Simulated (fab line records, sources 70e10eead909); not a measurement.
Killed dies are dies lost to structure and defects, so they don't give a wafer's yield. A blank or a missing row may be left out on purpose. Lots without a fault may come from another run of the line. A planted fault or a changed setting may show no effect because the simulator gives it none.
A struck lot beside a sound one | flow nand_harc | 44 steps out of a route of 1159
Sound: wafers L898.2, L898.3, L898.4. Struck: wafers L912.2, L912.5, L912.6. The cause comes at the end.
At each step with rows: each side's tool, then ch and its chambers, then its first start. Under that, the readings that differ: sound wafers | struck wafers | difference of the means | sigmas: that difference in standard deviations of wafers without a fault.
alike: readings whose means differ by less than 2 such deviations, and words and numbers that are the same on both sides. not compared: withheld readings, readings that some wafer has no value for, bounds like >300 that may hide the same value, and numbers for which the record gives no deviation and whose values overlap.
The two part at a step that has a row with sigmas, a row that says differs or no value, or rows on one side only. Numbers that don't overlap but have no deviation are shown without sigmas and don't part them. A reading that every wafer of one side lacks parts them only if that side has two wafers or more.

first, 3 steps without rows for these wafers: NHARC_P_GATE_EXPOSE_08 (exposes mask P HV); NHARC_P_GATE_PEB_09 (peb time 85 s); NHARC_P_GATE_DEVELOP_10 (time 70 s).
NHARC_P_GATE_CD_MEAS_11: target cd 1640 nm.
  sound on cd_sem-01 ch 0, day 5 11:19; struck on cd_sem-03 ch 0, day 8 22:19
  alike: cd_nm
then, 1 step without rows for these wafers: NHARC_P_GATE_HARDBAKE_12 (time 80 s).
NHARC_P_GATE_DESCUM_13: chemistry O2, time 3 s.
  sound on rie_diel-11 ch 0,2,3, day 5 11:29; struck on rie_diel-12 ch 1,2, day 8 22:30
  alike: drypump_motor_current_A, oes_product_au, rf_vpp_V, showerhead_plenum_p_Torr, throttle_valve_pct
  not compared: rf_hours_counter_h
then, 6 steps without rows for these wafers: NHARC_P_GATE_ETCH_14 (etches SiO2 in dHF, target depth 48.8 nm); NHARC_P_GATE_STRIP_15 (strips in SPM, time 780 s); NHARC_P_GATE_PRECLEAN_71 (cleans in SC1); NHARC_P_GATE_SRD_72; NHARC_P_GATE_OXIDE_16 (material SiO2, target thk 3 nm, ox time 392 s); NHARC_P_GATE_CVD_17 (deposits poly-Si, target thk 150 nm, time 900 s).
NHARC_P_GATE_HM_DEP_102: deposits aC, target thk 120 nm.
  sound on acl_dep-01 ch 0, day 6 05:20; struck on acl_dep-03, day 9 11:22
  no value came back on the struck wafers for susceptor_temp_C (C), throttle_valve_pct (%); on the sound wafers susceptor_temp_C (C) reads 400.25 400.19 400.15
then, 9 steps without rows for these wafers: NHARC_P_GATE_DEP_103 (deposits SiON, target thk 30 nm); NHARC_P_GATE_DEHYDRATE_18 (time 120 s); NHARC_P_GATE_HMDS_19 (time 30 s); NHARC_P_GATE_COAT_20 (resist thk 90 nm); NHARC_P_GATE_SOFTBAKE_21 (time 55 s); NHARC_P_GATE_EBR_22; NHARC_P_GATE_EXPOSE_23 (exposes mask P GATE, target cd 120 nm); NHARC_P_GATE_PEB_24 (peb time 65 s); NHARC_P_GATE_DEVELOP_25 (develop time 35 s).
NHARC_P_GATE_CD_MEAS_26: target cd 120 nm.
  sound on cd_sem-02 ch 0, day 6 06:36; struck on cd_sem-02 ch 0, day 9 12:41
  alike: cd_nm
NHARC_P_GATE_OVL_MEAS_27:
  sound on overlay-02, day 6 06:41; struck on overlay-02, day 9 12:47
  alike: overlay_x_nm, overlay_y_nm
NHARC_P_GATE_INSPECT_28:
  sound on defect_inspect-02, day 6 06:43; struck on defect_inspect-01, day 9 12:49
  alike: raw_defect_count
then, 1 step without rows for these wafers: NHARC_P_GATE_DESCUM_31 (chemistry O2, time 3 s).
NHARC_P_GATE_ETCH_104: etches the open film in CF4/CHF3, target depth 60 nm.
  sound on rie_diel-12 ch 0,1,3, day 6 06:52; struck on rie_diel-13 ch 0,2,3, day 9 13:07
  alike: drypump_motor_current_A, oes_product_au, rf_vpp_V, showerhead_plenum_p_Torr, throttle_valve_pct
NHARC_P_GATE_HM_OPEN_105: chemistry O2/COS, target depth 360 nm.
  sound on rie_diel-12 ch 1,2,3; struck on rie_diel-13 ch 0,3
  reading                         | sound          | struck         | difference | sigmas
  rf_vpp_V (V)                    | 464 465 465    | 472 469 473    | +7         | +2
  showerhead_plenum_p_Torr (Torr) | 3.05 2.96 2.96 | 3.27 3.27 3.35 | +0.31      | +2
  alike: drypump_motor_current_A, oes_product_au, throttle_valve_pct
  not compared: rf_hours_counter_h
then, 2 steps without rows for these wafers: NHARC_P_GATE_STRIP_106 (strips in O2/COS); NHARC_P_GATE_ETCH_114 (etches the open film in CF4/O2, target depth 30 nm, overetch 3 nm, time 16.5 s).
NHARC_P_GATE_ETCH_32: etches the open film in HBr/Cl2, target depth 150 nm, time 100.1 s.
  sound on rie_si-02 ch 0,2,3, day 6 07:14; struck on rie_si-04 ch 2,3, day 9 14:13
  alike: drypump_motor_current_A, oes_product_au, throttle_valve_pct
  not compared: rf_hours_counter_h
NHARC_P_GATE_STRIP_108: strips in O2.
  sound on rie_diel-12 ch 0,1,3, day 6 07:24; struck on rie_diel-13 ch 0,1, day 9 14:22
  reading                         | sound          | struck         | difference | sigmas
  showerhead_plenum_p_Torr (Torr) | 3.45 3.35 3.28 | 3.79 3.79 3.69 | +0.40      | +2
  alike: drypump_motor_current_A, oes_product_au, rf_vpp_V, throttle_valve_pct
  not compared: rf_hours_counter_h
NHARC_P_GATE_CD_MEAS_33:
  sound on cd_sem-02, day 6 07:35; struck on cd_sem-02, day 9 14:33
  reading    | sound       | struck | difference                    | sigmas
  cd_nm (nm) | 117 119 122 | - - -  | no value on the struck wafers |
then, 9 steps without rows for these wafers: NHARC_P_GATE_STRIP_35 (strips in SPM, time 600 s); NHARC_P_GATE_PRECLEAN_73 (cleans in SC1); NHARC_P_GATE_SRD_74; NHARC_P_GATE_ALD_36 (deposits SiNx, target thk 20 nm, pulse time 60 s, ald cycles 223); NHARC_P_GATE_ETCHBACK_37 (etches the open film in CHF3/O2, target depth 34.5 nm, time 17.2 s); NHARC_P_GATE_STRIP_101 (strips in O2, time 20 s); NHARC_P_GATE_PRECLEAN_97 (cleans in SPM, time 600 s); NHARC_P_GATE_SRD_98; NHARC_P_GATE_PRECLEAN_99 (cleans in SC1).
NHARC_P_GATE_INSPECT_68:
  sound on defect_inspect-01, day 7 01:08; struck on defect_inspect-01, day 10 08:27
  reading          | sound       | struck         | difference | sigmas
  raw_defect_count | 239 142 221 | 3615 3478 3606 | +3366      | +48
-- the record jumps here: 14 days lie between the struck wafers' starts before and after (it left off in module P_GATE and takes up again in module END, whose first step shown is number 1159 of the route) --
NHARC_END_SORT_01:
  the record has rows for the struck wafers here (prober-01 ch 0, day 24 06:28) and none for the sound ones

WHERE THEY PART
First at NHARC_P_GATE_HM_DEP_102; last, within this record, at NHARC_END_SORT_01.

WHY: what the simulator had put in
Skipped step whole: acl_dep-03, from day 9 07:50 on, at NHARC_P_GATE_HM_DEP_102. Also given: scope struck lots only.
